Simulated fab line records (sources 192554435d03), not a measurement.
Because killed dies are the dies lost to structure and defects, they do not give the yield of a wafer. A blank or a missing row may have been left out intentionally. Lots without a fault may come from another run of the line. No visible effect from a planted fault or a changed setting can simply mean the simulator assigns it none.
fab line records    flow n5_finfet
record lots=6  wafers=18  last_day=17
route steps=1938 shown BEOL_M5@1142 PASSIVATION@1936
lots that met no fault: taken from a fault-free run of the same line
start_h: the number of hours between the record's first day and the start of the first shown wafer of the lot    wait_h: how many hours have passed since the lot's step before this one    " repeats the value in the row above    L1.1+2: a row that stands for several wafers    - no value present, or no start provided    * or withheld: withheld    < > ~ a bound
route shown NAME@n: names a module that has steps shown in the file, with the first one's number in the route    usual: the fault-free wafers' mean and standard deviation    same: alike in all rows    chamber/n: place in a boat    sites: each site's reading    _std_site: the standard deviation of these    _edge_site: the outer-site mean with the inner-site mean subtracted    radius_mm: how far each site lies from the wafer's centre    mask NAME#n: copy n    behind: the tool/chamber that last shaped the wafer    hold: the reason the lot was held/the length of the hold in hours/how it ended    device: which transistor (n, p or np) failed to switch    end of line: the route-end tests of the same wafers    for a step that has no rows: nothing shown but its recipe    killed: count of dies lost to structure and defects at first sort (not the wafer's yield)    map: a wafer's dies, x killed, . not, _ none there
set.NAME: the run value of the setting; set.NAME@STEP: its run value at that earlier step    model.NAME: the simulator's own value behind a step, which no gauge read
lots at some steps of the route; a table a step, a row a wafer
services: from which hour (start_h, from the record's first day; less than 0 if before it) a tool's chamber was out of use, for how many hours, and why
## steps
# step N5_BEOL_M5_COAT_22
# recipe resist=CAR-EUV  spin_rpm=1500  resist_thk_nm=30
# step N5_BEOL_M5_EBR_24
# recipe solvent=PGMEA  ebr_width_mm=1.5
# step N5_BEOL_M5_SOFTBAKE_23
# recipe temp_c=110  time_s=60  resist=CAR-EUV
# step N5_BEOL_M5_EXPOSE_25
# recipe mask_id=V4  na=0.33  source_shape=quasar  sigma_inner=0.2  sigma_outer=0.6  polarization=unpolarized  defocus_nm=10  dose_mj=52.75
# step N5_BEOL_M5_PEB_26
# recipe peb_temp_c=100  peb_time_s=60  resist=CAR-EUV
# step N5_BEOL_M5_DEVELOP_27
# recipe develop_time_s=30  developer=TMAH  resist=CAR-EUV  rinse_liquid=surfactant_rinse  dry=air_spin  dev_temp_c=23
# step N5_BEOL_M5_CD_MEAS_28
# recipe target_cd_nm=30.6  landing_energy_ev=500  detector=se_inlens  target_cd_y_nm=20  polarity=opening
# usual cd_nm=30.61/0.27
lot.wafer  tool       chamber  start_h  wait_h  cd_nm
L568.1     cd_sem-02  0        215.42   -       30.39
L568.4     "          0        "        "       30.74
L568.5     "          0        "        "       30.52
L571.2     cd_sem-02  0        247.39   -       30.38
L571.3     "          0        "        "       31.05
L571.5     "          0        "        "       30.48
L577.1     cd_sem-02  0        283.91   -       30.40
L577.4     "          0        "        "       30.93
L577.5     "          0        "        "       30.77
L578.1     cd_sem-01  0        284.54   -       30.86
L578.5     "          0        "        "       30.98
L578.6     "          0        "        "       30.95
L579.2     cd_sem-01  0        291.76   -       30.01
L579.4     "          0        "        "       30.16
L579.5     "          0        "        "       30.17
L580.1     cd_sem-02  0        302.01   -       30.17
L580.4     "          0        "        "       30.29
L580.6     "          0        "        "       30.01
# step N5_BEOL_M5_OVL_MEAS_29
# recipe points_per_wafer=522
# usual V4_OVL=0.3/0.72
lot.wafer  tool        chamber  start_h  wait_h  V4_OVL[nm]
L568.1     overlay-02  0        215.45   0.0     0.7
L568.4     "           0        "        "       0.5
L568.5     "           0        "        "       0.4
L571.2     overlay-02  0        247.42   0.0     0.9
L571.3     "           0        "        "       0.4
L571.5     "           0        "        "       -0.4
L577.1     overlay-02  0        283.94   0.0     0.8
L577.4     "           0        "        "       -0.2
L577.5     "           0        "        "       -0.5
L578.1     overlay-02  0        284.57   0.0     -1.2
L578.5     "           0        "        "       -0.2
L578.6     "           0        "        "       -0.1
L579.2     overlay-02  0        291.80   0.0     0.1
L579.4     "           0        "        "       0.5
L579.5     "           0        "        "       -0.8
L580.1     overlay-01  0        302.05   0.0     -0.4
L580.4     "           0        "        "       0.0
L580.6     "           0        "        "       -0.3
# step N5_BEOL_M5_INSPECT_30
# recipe mode=adi  inspect_instrument=brightfield
# usual raw_defect_count=407/89
lot.wafer  tool               chamber  start_h  wait_h  raw_defect_count
L568.1     defect_inspect-02  -        215.51   0.1     439
L568.4     "                  -        "        "       573
L568.5     "                  -        "        "       415
L571.2     defect_inspect-02  -        247.48   0.0     336
L571.3     "                  -        "        "       308
L571.5     "                  -        "        "       323
L577.1     defect_inspect-01  -        283.99   0.1     356
L577.4     "                  -        "        "       456
L577.5     "                  -        "        "       395
L578.1     defect_inspect-02  -        284.63   0.1     382
L578.5     "                  -        "        "       325
L578.6     "                  -        "        "       401
L579.2     defect_inspect-01  -        291.85   0.0     415
L579.4     "                  -        "        "       454
L579.5     "                  -        "        "       339
L580.1     defect_inspect-02  -        302.11   0.1     418
L580.4     "                  -        "        "       379
L580.6     "                  -        "        "       380
# step N5_BEOL_M5_DESCUM_33
# recipe chemistry=O2  time_s=7  source_power_w=50  bias_power_w=20  pressure_mtorr=20  rf_frequency_hz=2.712e+07  temp_c=40  resist=CAR-EUV  o2_flow_sccm=225
# usual chamber_pressure_mTorr=19.999/0.019  drypump_motor_current_A=5.9/0.37  oes_product_au=0.76/0.075  rf_vpp_V=243.4/1.3  showerhead_plenum_p_Torr=2.11/0.08  throttle_valve_pct=20.44/0.21
# same time_s=7
lot.wafer  tool         chamber  start_h  wait_h  chamber_pressure_mTorr  drypump_motor_current_A  oes_product_au  rf_hours_counter_h  rf_vpp_V  showerhead_plenum_p_Torr  throttle_valve_pct
L568.1     rie_diel-06  1        215.84   0.3     20.006                  5.8                      0.82            56                  244.3     2.12                      20.31
L568.4     "            3        "        "       19.983                  6.3                      0.79            -                   242.2     2.11                      20.44
L568.5     "            3        "        "       19.979                  6.3                      0.78            -                   243.2     2.11                      20.43
L571.2     rie_diel-06  2        247.51   0.0     19.986                  6.3                      0.70            214                 243.5     2.09                      20.51
L571.3     "            1        "        "       20.011                  5.8                      0.81            68                  243.1     2.12                      20.34
L571.5     "            3        "        "       19.991                  6.3                      0.77            -                   243.9     2.11                      20.45
L577.1     rie_diel-01  3        284.10   0.1     19.987                  5.7                      0.69            229                 243.3     2.15                      20.40
L577.4     "            0        "        "       20.011                  5.5                      0.78            103                 243.6     2.21                      20.59
L577.5     "            3        "        "       19.993                  5.7                      0.70            -                   244.0     2.15                      20.37
L578.1     rie_diel-01  3        284.69   0.1     19.999                  5.8                      0.71            229                 242.5     2.15                      20.38
L578.5     "            2        "        "       19.972                  6.3                      0.70            -                   241.3     1.98                      20.25
L578.6     "            1        "        "       19.982                  6.3                      0.76            -                   245.1     2.19                      20.15
L579.2     rie_diel-05  0        291.93   0.1     20.001                  5.6                      0.73            172                 241.9     2.00                      20.69
L579.4     "            0        "        "       19.992                  5.5                      0.72            -                   243.0     2.00                      20.70
L579.5     "            3        "        "       19.982                  5.7                      0.70            -                   243.9     2.16                      20.62
L580.1     rie_diel-06  1        302.14   0.0     19.982                  5.8                      0.79            84                  242.7     2.11                      20.37
L580.4     "            3        "        "       19.964                  6.3                      0.76            125                 244.7     2.10                      20.47
L580.6     "            2        "        "       20.014                  6.3                      0.68            -                   242.8     2.09                      20.53
# step N5_BEOL_M5_ETCH_75
# recipe chemistry=N2/H2  target=underlayer  target_depth_a=65  mask_material=CAR-EUV  time_s=5.2  ion_energy_ev=200  pressure_mtorr=30  source_w=840  bias_w=150  n2_flow_sccm=200  h2_flow_sccm=200  ends=cleared
# usual chamber_pressure_mTorr=30.00/0.041  drypump_motor_current_A=5.9/0.37  etch_rf_on_time_s=5.21/0.11  oes_product_au=0.65/0.063  rf_vpp_V=524.4/2.9  showerhead_plenum_p_Torr=2.57/0.092  throttle_valve_pct=17.86/0.22
lot.wafer  tool         chamber  start_h  wait_h  chamber_pressure_mTorr  drypump_motor_current_A  etch_rf_on_time_s  oes_product_au  rf_hours_counter_h  rf_vpp_V  showerhead_plenum_p_Torr  throttle_valve_pct
L568.1     rie_diel-06  1        215.89   0.0     30.02                   5.8                      5.11               0.72            56                  526.0     2.59                      17.81
L568.4     "            3        "        "       29.95                   6.3                      5.28               0.67            -                   524.5     2.58                      18.00
L568.5     "            3        "        "       29.92                   6.3                      5.33               0.67            -                   526.1     2.58                      18.02
L571.2     rie_diel-06  2        247.54   0.0     29.92                   6.3                      5.35               0.60            214                 521.7     2.50                      17.76
L571.3     "            1        "        "       30.09                   5.9                      5.13               0.70            68                  526.5     2.59                      17.83
L571.5     "            3        "        "       30.02                   6.3                      5.23               0.65            -                   524.7     2.57                      18.03
L577.1     rie_diel-01  3        284.14   0.0     29.94                   5.7                      5.28               0.60            229                 524.6     2.62                      17.95
L577.4     "            0        "        "       30.01                   5.6                      5.14               0.68            103                 527.9     2.68                      17.92
L577.5     "            3        "        "       30.04                   5.7                      5.32               0.59            -                   526.7     2.62                      17.93
L578.1     rie_diel-01  3        284.73   0.0     29.97                   5.7                      5.26               0.59            229                 525.5     2.62                      17.93
L578.5     "            2        "        "       30.00                   6.4                      5.22               0.61            -                   520.5     2.42                      17.77
L578.6     "            1        "        "       29.99                   6.3                      4.99               0.66            -                   525.8     2.63                      17.43
L579.2     rie_diel-05  0        291.96   0.0     30.00                   5.6                      5.18               0.62            172                 522.0     2.43                      18.16
L579.4     "            0        "        "       29.93                   5.5                      5.21               0.61            -                   521.1     2.43                      18.14
L579.5     "            3        "        "       29.98                   5.8                      5.31               0.59            -                   525.9     2.62                      18.09
L580.1     rie_diel-06  1        302.18   0.0     30.02                   5.8                      5.20               0.68            84                  525.1     2.58                      17.86
L580.4     "            3        "        "       30.03                   6.3                      5.33               0.64            125                 523.5     2.57                      18.05
L580.6     "            2        "        "       30.02                   6.3                      5.43               0.58            -                   523.0     2.49                      17.79
# step N5_BEOL_M5_ETCH_67
# recipe chemistry=CF4  target=SiARC  target_depth_a=156  mask_material=CAR-EUV  time_s=26  ion_energy_ev=80  pressure_mtorr=40  source_w=545  bias_w=36  Ar_flow_sccm=100  cf4_flow_sccm=100  ends=cleared
# usual chamber_pressure_mTorr=40.00/0.037  drypump_motor_current_A=5.9/0.37  etch_rf_on_time_s=26.2/0.48  mfc_ar_sccm=100.02/0.3  oes_product_au=0.65/0.063  rf_vpp_V=184.3/1.2  showerhead_plenum_p_Torr=2.16/0.074  throttle_valve_pct=15.64/0.19
lot.wafer  tool         chamber  start_h  wait_h  chamber_pressure_mTorr  drypump_motor_current_A  etch_rf_on_time_s  mfc_ar_sccm  oes_product_au  rf_hours_counter_h  rf_vpp_V  showerhead_plenum_p_Torr  throttle_valve_pct
L568.1     rie_diel-06  1        215.92   0.0     39.99                   5.8                      25.8               100.23       0.72            56                  184.7     2.18                      15.56
L568.4     "            3        "        "       40.02                   6.3                      26.2               99.60        0.67            -                   184.2     2.18                      15.65
L568.5     "            3        "        "       40.02                   6.3                      26.1               100.20       0.67            -                   184.2     2.18                      15.65
L571.2     rie_diel-06  2        247.56   0.0     40.02                   6.4                      27.2               99.51        0.59            214                 183.0     2.12                      15.61
L571.3     "            1        "        "       40.01                   5.8                      26.1               99.93        0.70            68                  184.3     2.18                      15.59
L571.5     "            3        "        "       39.97                   6.3                      26.0               100.61       0.66            -                   185.2     2.17                      15.70
L577.1     rie_diel-01  3        284.15   0.0     39.99                   5.7                      26.5               99.97        0.59            229                 184.9     2.20                      15.63
L577.4     "            0        "        "       40.05                   5.5                      25.4               99.91        0.69            103                 182.5     2.26                      15.76
L577.5     "            3        "        "       39.96                   5.7                      26.3               100.38       0.60            -                   184.8     2.20                      15.64
L578.1     rie_diel-01  3        284.75   0.0     40.00                   5.7                      26.3               100.30       0.59            229                 186.6     2.20                      15.63
L578.5     "            2        "        "       40.01                   6.4                      25.9               100.29       0.61            -                   181.4     2.04                      15.55
L578.6     "            1        "        "       40.02                   6.3                      24.9               99.88        0.66            -                   183.8     2.21                      15.27
L579.2     rie_diel-05  0        291.98   0.0     39.95                   5.5                      26.5               99.97        0.61            172                 183.8     2.05                      15.90
L579.4     "            0        "        "       39.98                   5.5                      26.4               100.50       0.62            -                   182.6     2.05                      15.90
L579.5     "            3        "        "       39.97                   5.8                      26.7               100.23       0.59            -                   184.5     2.22                      15.89
L580.1     rie_diel-06  1        302.20   0.0     39.96                   5.9                      25.9               100.52       0.69            84                  184.8     2.18                      15.61
L580.4     "            3        "        "       40.00                   6.3                      26.1               99.97        0.65            125                 184.6     2.17                      15.72
L580.6     "            2        "        "       40.04                   6.4                      27.2               100.20       0.58            -                   183.6     2.12                      15.66
# step N5_BEOL_M5_ETCH_68
# recipe chemistry=N2/H2  target=SOC  target_depth_a=800  overetch_a=160  mask_material=SiARC  temp_c=40  time_s=120  ion_energy_ev=200  pressure_mtorr=30  source_w=840  bias_w=150  n2_flow_sccm=200  h2_flow_sccm=200
# usual chamber_pressure_mTorr=30.001/0.028  drypump_motor_current_A=5.9/0.37  oes_product_au=0.58/0.053  rf_vpp_V=524.5/2.6  run_length_s=143.3/0.46  showerhead_plenum_p_Torr=2.57/0.092  throttle_valve_pct=17.82/0.22
lot.wafer  tool         chamber  start_h  wait_h  chamber_pressure_mTorr  drypump_motor_current_A  oes_product_au  rf_hours_counter_h  rf_vpp_V  run_length_s  showerhead_plenum_p_Torr  throttle_valve_pct
L568.1     rie_diel-06  1        215.96   0.0     29.959                  5.9                      0.64            56                  524.9     143.1         2.59                      17.77
L568.4     "            3        "        "       30.034                  6.3                      0.61            -                   523.6     143.0         2.58                      17.96
L568.5     "            3        "        "       29.974                  6.3                      0.58            -                   524.0     148.5         2.58                      17.98
L571.2     rie_diel-06  2        247.59   0.0     29.981                  6.3                      0.55            214                 522.8     142.9         2.50                      17.72
L571.3     "            1        "        "       29.978                  5.8                      0.61            68                  524.3     148.9         2.59                      17.78
L571.5     "            3        "        "       30.004                  6.3                      0.58            -                   524.0     148.5         2.57                      18.00
L577.1     rie_diel-01  3        284.18   0.0     30.008                  5.7                      0.53            229                 526.2     143.1         2.62                      17.89
L577.4     "            0        "        "       30.029                  5.5                      0.61            103                 527.4     143.5         2.68                      17.87
L577.5     "            3        "        "       30.010                  5.7                      0.54            -                   526.5     142.8         2.62                      17.88
L578.1     rie_diel-01  3        284.77   0.0     29.987                  5.7                      0.53            229                 525.2     143.3         2.62                      17.90
L578.5     "            2        "        "       29.988                  6.4                      0.54            -                   520.8     142.9         2.42                      17.72
L578.6     "            1        "        "       29.997                  6.3                      0.57            -                   527.6     143.2         2.63                      17.37
L579.2     rie_diel-05  0        292.01   0.0     30.000                  5.5                      0.56            172                 521.0     144.4         2.43                      18.12
L579.4     "            0        "        "       29.976                  5.5                      0.55            -                   519.1     144.5         2.43                      18.11
L579.5     "            3        "        "       30.005                  5.8                      0.54            -                   526.4     143.2         2.62                      18.06
L580.1     rie_diel-06  1        302.22   0.0     30.007                  5.8                      0.62            84                  523.9     143.2         2.58                      17.83
L580.4     "            3        "        "       29.939                  6.3                      0.58            125                 524.8     142.6         2.57                      18.03
L580.6     "            2        "        "       30.030                  6.3                      0.54            -                   522.1     143.2         2.49                      17.74
# step N5_BEOL_M5_STRIP_69
# recipe chemistry=N2/H2  temp_c=40  n2_flow_sccm=200  h2_flow_sccm=200  rf_frequency_hz=6e+07
# step N5_PASSIVATION_PROBE_49
# usual defect_limited_yield=90.9/1.4  killed_at_M0_to_M3=37/12  killed_at_M4_up=14/5.3  killed_at_contacts=12/6.2  killed_at_front_end=41/11  killed_at_other=3.7/2.9  killed_dies=107/17  killed_open=71/12  killed_short=34/7.9  sort_bin_5_function=5.3/0.95  sort_bin_6_memory=3.4/0.7  sort_n_pass=1073/17  sort_yield_pct=90.9/1.5
# same gross_dies=1180  killed_at_back_side=0  sort_bin_4_leakage[%]=0  sort_bin_8_speed[%]=0
lot.wafer  tool       chamber  start_h  wait_h  defect_limited_yield[%]  killed_at_M0_to_M3  killed_at_M4_up  killed_at_contacts  killed_at_front_end  killed_at_other  killed_dies  killed_open  killed_short  sort_bin_5_function[%]  sort_bin_6_memory[%]  sort_n_pass  sort_yield_pct[%]
L579.2     prober-02  -        395.26   0.1     90.7                     37                  12               16                  34                   11               110          73           36            5.0                     3.9                   1070         90.7
L579.4     prober-02  -        395.36   0.2     90.7                     37                  22               15                  32                   4                110          75           33            5.1                     4.0                   1070         90.7
L579.5     prober-02  -        395.41   0.2     89.3                     48                  14               12                  42                   10               126          77           45            6.4                     3.9                   1054         89.3
# killed by level:class
L579.2 MOL_CONTACT_COAG:geometric_particle:open=15 BEOL_M0_SAQP:geometric_particle:short=11 FIN_SAQP:geometric_particle:open=8 BEOL_M0_SAQP:geometric_particle:open=8 BEOL_M1:geometric_particle:open=7 BEOL_M2:geometric_particle:open=7 STI_FIN_REVEAL:geometric_particle:open=6 DUMMY_GATE:geometric_particle:open=4
L579.4 BEOL_M0_SAQP:geometric_particle:open=15 MOL_CONTACT_COAG:geometric_particle:open=13 BEOL_M4:geometric_particle:open=10 BEOL_M0_SAQP:geometric_particle:short=8 FIN_SAQP:geometric_particle:short=6 BEOL_M8:geometric_particle:open=6 STARTING-WAFER:geometric_particle:open=5 FIN_SAQP:geometric_particle:open=4
L579.5 BEOL_M0_SAQP:geometric_particle:short=15 STI_FIN_REVEAL:geometric_particle:open=11 MOL_CONTACT_COAG:geometric_particle:open=11 BEOL_M0_SAQP:geometric_particle:open=9 BEOL_M1:geometric_particle:open=9 ILD0:geometric_particle:short=7 BEOL_M4:geometric_particle:open=7 BEOL_M2:geometric_particle:open=6
## services
tool         chamber  start_h  hours  kind
rie_diel-06  2        201.30   23.7   repair
rie_diel-06  3        202.27   7.3    repair
rie_diel-01  -        211.73   3.2    repair
rie_diel-05  2        220.81   -      clean
rie_diel-05  2        220.81   -      consumable_replace:focus_ring
rie_diel-05  2        220.81   17.9   scheduled_down
rie_diel-05  2        220.81   17.9   vent_cycle
rie_diel-06  0        226.90   -      clean
rie_diel-06  0        226.90   -      consumable_replace:focus_ring
rie_diel-06  0        226.90   -      consumable_replace:showerhead
rie_diel-06  0        226.90   20.7   scheduled_down
rie_diel-06  0        226.90   20.7   vent_cycle
rie_diel-01  -        243.61   0.2    repair
rie_diel-06  0        271.64   2.8    repair
rie_diel-05  1        280.56   -      clean
rie_diel-05  1        280.56   -      consumable_replace:focus_ring
rie_diel-05  1        280.56   -      consumable_replace:showerhead
rie_diel-05  1        280.56   29.9   scheduled_down
rie_diel-05  1        280.56   29.9   vent_cycle
rie_diel-05  2        296.80   2.9    repair
## key
first_sign step=N5_BEOL_M5_ETCH_68  reading=run_length_s  direction=up  sigmas=12  usual=*  struck=*
effect none on later readings
met_at N5_BEOL_M5_ETCH_68
struck_wafers L568.5,L571.3,L571.5
fault kind=process_parameter_drift  tool=rie_diel-06  chamber=-  onset_h=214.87  steps=N5_BEOL_M5_ETCH_68  channel=time_s  offset=*  shape=step  end_h=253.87  scope=struck_wafers_only  acts_in=*  stated=*
